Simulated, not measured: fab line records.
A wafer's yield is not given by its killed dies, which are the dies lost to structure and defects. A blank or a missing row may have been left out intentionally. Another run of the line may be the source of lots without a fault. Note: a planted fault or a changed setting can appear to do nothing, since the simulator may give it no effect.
What tool caused it? | flow n5 finfet | 10 lots, 29 wafers sampled, at 3 steps of a route of 1938

## WHAT THE GAUGES SHOWED, per wafer
N5_BEOL_M12_CD_MEAS_10: the cd target is 140 nm.
lot  | measured     | on        | cd nm (nm)
L629 | day 10 11:05 | cd sem-02 | 137.3 138.5 138.9
L631 | day 10 20:26 | cd sem-02 | 139.2 140.8 141.0
L630 | day 10 22:59 | cd sem-02 | 139.9 139.3 140.4
L637 | day 12 13:10 | cd sem-03 | 152.1 150.9
L640 | day 13 04:02 | cd sem-03 | 150.3 150.0 150.9
L641 | day 13 16:03 | cd sem-02 | 139.6 137.8 140.1
L642 | day 14 14:27 | cd sem-02 | 141.5 139.7 140.6
L649 | day 15 16:59 | cd sem-02 | 138.3 139.3 139.2
L648 | day 15 19:46 | cd sem-01 | 138.1 138.0 137.4
L652 | day 16 23:18 | cd sem-02 | 141.2 141.7 140.3

## WHAT TOOL EACH LOT RAN ON (gives the tool, then ch and the chambers of the sampled wafers, and finally the start)
lot  | N5_BEOL_M11_CURE_72           | N5_BEOL_M12_EXPOSE_07
L629 | uv cure-02 ch 2, day 10 08:28 | krf scanner-02 ch 0, day 10 10:55
L631 | uv cure-02 ch 1, day 10 16:34 | krf scanner-02 ch 0, day 10 20:16
L630 | uv cure-02 ch 0, day 10 19:48 | krf scanner-01 ch 0, day 10 22:49
L637 | uv cure-01 ch 0, day 12 08:41 | krf scanner-01 ch 0, day 12 13:01
L640 | uv cure-02 ch 1, day 13 00:11 | krf scanner-01 ch 0, day 13 03:53
L641 | uv cure-02 ch 2, day 13 12:13 | krf scanner-02 ch 0, day 13 15:53
L642 | uv cure-01 ch 2, day 14 11:13 | krf scanner-02 ch 0, day 14 14:17
L649 | uv cure-03 ch 0, day 15 13:48 | krf scanner-02 ch 0, day 15 16:49
L648 | uv cure-02 ch 0, day 15 16:52 | krf scanner-02 ch 0, day 15 19:36
L652 | uv cure-02 ch 0, day 16 20:14 | krf scanner-02 ch 0, day 16 23:08
- N5_BEOL_M11_CURE_72: cures SiCOH lowk, time 120 s.
- N5_BEOL_M12_EXPOSE_07: exposes mask V11.

## THE ANSWER, worked out from the rows above alone
Rule: the usual values come from the lots themselves. The widest of any qualifying gaps counts: lots, ordered by their means at a reading, are off when they make up no more than a third of the lots, leave a main group of 4 or more, and stand apart from it by 3 or more times the standard deviation of that group's means. A main group whose means are all the same, to the digits that the tables above print for the reading, isn't used. A lot without any number at a reading at which 4 lots or more have one is off too. The other lots that the step has rows for count as sound.
Off: L637, L640 (N5_BEOL_M12_CD_MEAS_10, cd nm). The main group: mean 139.5 nm, standard deviation 1.1.
A tool fits if, at a process step before that reading, it ran every lot that is off, and no sound lot after the first of them. The gauges at N5_BEOL_M12_CD_MEAS_10 are tried like those tools. 2 tools fit, krf scanner-01 at N5_BEOL_M12_EXPOSE_07 and cd sem-03 at N5_BEOL_M12_CD_MEAS_10, so this cannot tell which one it is.

## WHAT WAS PUT IN BY THE SIMULATOR
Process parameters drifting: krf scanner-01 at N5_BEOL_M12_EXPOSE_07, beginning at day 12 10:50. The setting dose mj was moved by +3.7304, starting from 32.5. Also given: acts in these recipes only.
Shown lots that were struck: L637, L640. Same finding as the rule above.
